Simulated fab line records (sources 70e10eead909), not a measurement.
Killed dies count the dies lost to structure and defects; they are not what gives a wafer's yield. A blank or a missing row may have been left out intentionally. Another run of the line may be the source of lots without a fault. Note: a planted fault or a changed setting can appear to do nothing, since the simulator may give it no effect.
A single fault, viewed from 3 desks || flow nandHarc || numbers are kept per desk, each desk with only its own; the story behind them comes last

## THE DEFECT DESK
For each lot, the counts of the inspections along the route, averaged over the sampled wafers that have a number. The brackets show how far a lot's mean lies from the usual mean; more than 4 standard deviations puts the lot out of limits, marked OUT.
Columns: A = rawDefectCount at NHARC_P_M2_INSPECT_27, usual 328
{"lot": "L812", "first seen here": "day 6 13:01", "A": 352}
{"lot": "L814", "first seen here": "day 7 08:38", "A": 385}
{"lot": "L816", "first seen here": "day 8 04:11", "A": 320}
{"lot": "L817", "first seen here": "day 8 11:34", "A": 246}
{"lot": "L818", "first seen here": "day 8 23:32", "A": 360}
{"lot": "L819", "first seen here": "day 9 15:35", "A": 313}
{"lot": "L823", "first seen here": "day 11 02:01", "A": 433}
{"lot": "L822", "first seen here": "day 11 04:05", "A": 266}
{"lot": "L824", "first seen here": "day 11 10:14", "A": 429}
{"lot": "L825", "first seen here": "day 12 12:37", "A": 512}
{"lot": "L827", "first seen here": "day 12 16:23", "A": 544}
{"lot": "L830", "first seen here": "day 13 21:47", "A": 229}
{"lot": "L834", "first seen here": "day 15 15:17", "A": 317}
This desk found nothing out of limits on any of the 13 lots.

## THE TOOL OWNER'S DESK: rieDiel-12
The tool's own readings at NHARC_P_BONDPAD_ETCH_24 (etches the open film in CF4/N2, target depth 30 nm, time 72.99 s): means of the sampled wafers that have a number, for each lot that ran on this tool. The brackets show how far a lot's mean lies from the usual mean; more than 4 standard deviations puts the lot out of limits, marked OUT.
Columns: A = drypumpMotorCurrentA at NHARC_P_BONDPAD_ETCH_24, usual 5.6 A; B = oesProductAu at NHARC_P_BONDPAD_ETCH_24, usual 1.001 a.u.; C = rfVppV at NHARC_P_BONDPAD_ETCH_24, usual 314.2 V; D = runLengthS at NHARC_P_BONDPAD_ETCH_24, usual 94.2 s; E = showerheadPlenumPTorr at NHARC_P_BONDPAD_ETCH_24, usual 2.63 Torr; F = throttleValvePct at NHARC_P_BONDPAD_ETCH_24, usual 19.795 %
{"lot": "L814", "first seen here": "day 7 11:11", "A": 5.3, "B": 0.995, "C": 313.7, "D": 94.4, "E": 2.58, "F": 19.796}
{"lot": "L817", "first seen here": "day 8 13:59", "A": 5.5, "B": 1.007, "C": 313.3, "D": 94.1, "E": 2.56, "F": 19.796}
{"lot": "L818", "first seen here": "day 9 02:05", "A": 5.5, "B": 1.013, "C": 313.1, "D": 94.1, "E": 2.56, "F": 19.793}
{"lot": "L819", "first seen here": "day 9 18:00", "A": 5.8, "B": 1.006, "C": 314.2, "D": 93.8, "E": 2.62, "F": 19.792}
{"lot": "L823", "first seen here": "day 11 04:51", "A": 5.5, "B": 0.993, "C": 314.1, "D": 94.4, "E": 2.62, "F": 19.796}
{"lot": "L824", "first seen here": "day 11 12:54", "A": 5.6, "B": 1.004, "C": 313.5, "D": 94.0, "E": 2.60, "F": 19.793}
{"lot": "L825", "first seen here": "day 12 15:08", "A": 5.6, "B": 0.999, "C": 314.3, "D": "87.8 (-16) OUT", "E": 2.60, "F": 19.795}
{"lot": "L827", "first seen here": "day 12 18:55", "A": 5.5, "B": 0.997, "C": 314.7, "D": "88.4 (-15) OUT", "E": 2.59, "F": 19.800}
{"lot": "L830", "first seen here": "day 14 00:14", "A": 5.2, "B": 0.998, "C": 312.6, "D": "85.1 (-23) OUT", "E": 2.55, "F": 19.797}
Finding of this desk: L825, L827, L830 out of limits; the first was L825 at day 12 15:08, on runLengthS at NHARC_P_BONDPAD_ETCH_24. L814, L817, L818, L819, L823, L824 stayed within limits.

## AT THE METROLOGY DESK
Means of the sampled wafers that have a number, per lot and without regard to the tool the lot ran on: this is what the gauges read. The brackets show how far a lot's mean lies from the usual mean; more than 4 standard deviations puts the lot out of limits, marked OUT.
Columns: A = thkNm at NHARC_P_M2_THK_MEAS_24, usual 144.4 nm; B = thkNm at NHARC_P_BONDPAD_THK_MEAS_33, usual 200.0 nm
{"lot": "L812", "first seen here": "day 6 12:52", "A": 142.9, "B": 199.5}
{"lot": "L814", "first seen here": "day 7 08:29", "A": 146.4, "B": 200.3}
{"lot": "L816", "first seen here": "day 8 04:02", "A": 144.4, "B": 199.8}
{"lot": "L817", "first seen here": "day 8 11:25", "A": 146.2, "B": 199.8}
{"lot": "L818", "first seen here": "day 8 23:23", "A": 143.9, "B": 199.1}
{"lot": "L819", "first seen here": "day 9 15:25", "A": 143.7, "B": 199.8}
{"lot": "L823", "first seen here": "day 11 01:52", "A": 145.2, "B": 201.8}
{"lot": "L822", "first seen here": "day 11 03:55", "A": 143.1, "B": 199.8}
{"lot": "L824", "first seen here": "day 11 10:05", "A": 145.8, "B": 197.7}
{"lot": "L825", "first seen here": "day 12 12:28", "A": 143.4, "B": 199.9}
{"lot": "L827", "first seen here": "day 12 16:14", "A": 143.3, "B": 200.1}
{"lot": "L830", "first seen here": "day 13 21:38", "A": 145.9, "B": 198.7}
{"lot": "L834", "first seen here": "day 15 15:08", "A": 145.0, "B": 198.6}
This desk found nothing out of limits on any of the 13 lots.

## PUT TOGETHER
The tool owner's desk could have raised an alarm at day 12 15:08, on L825, L827, L830.
The defect desk saw nothing out of limits.
Metrology desk: nothing out of limits seen.
The defect desk has L825, L827, L830 on record, within its limits.
The metrology desk has L825, L827, L830 on record, within its limits.
On rieDiel-12, each named lot ran NHARC_P_BONDPAD_ETCH_24.

## WHAT THE SIMULATOR HAD PUT IN
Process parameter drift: rieDiel-12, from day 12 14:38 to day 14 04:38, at NHARC_P_BONDPAD_ETCH_24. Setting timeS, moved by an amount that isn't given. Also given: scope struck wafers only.
Shown lots that were struck: L825, L827, L830.
Hours from the fault's start to each desk's first reading out of limits: the tool owner's desk, 1.
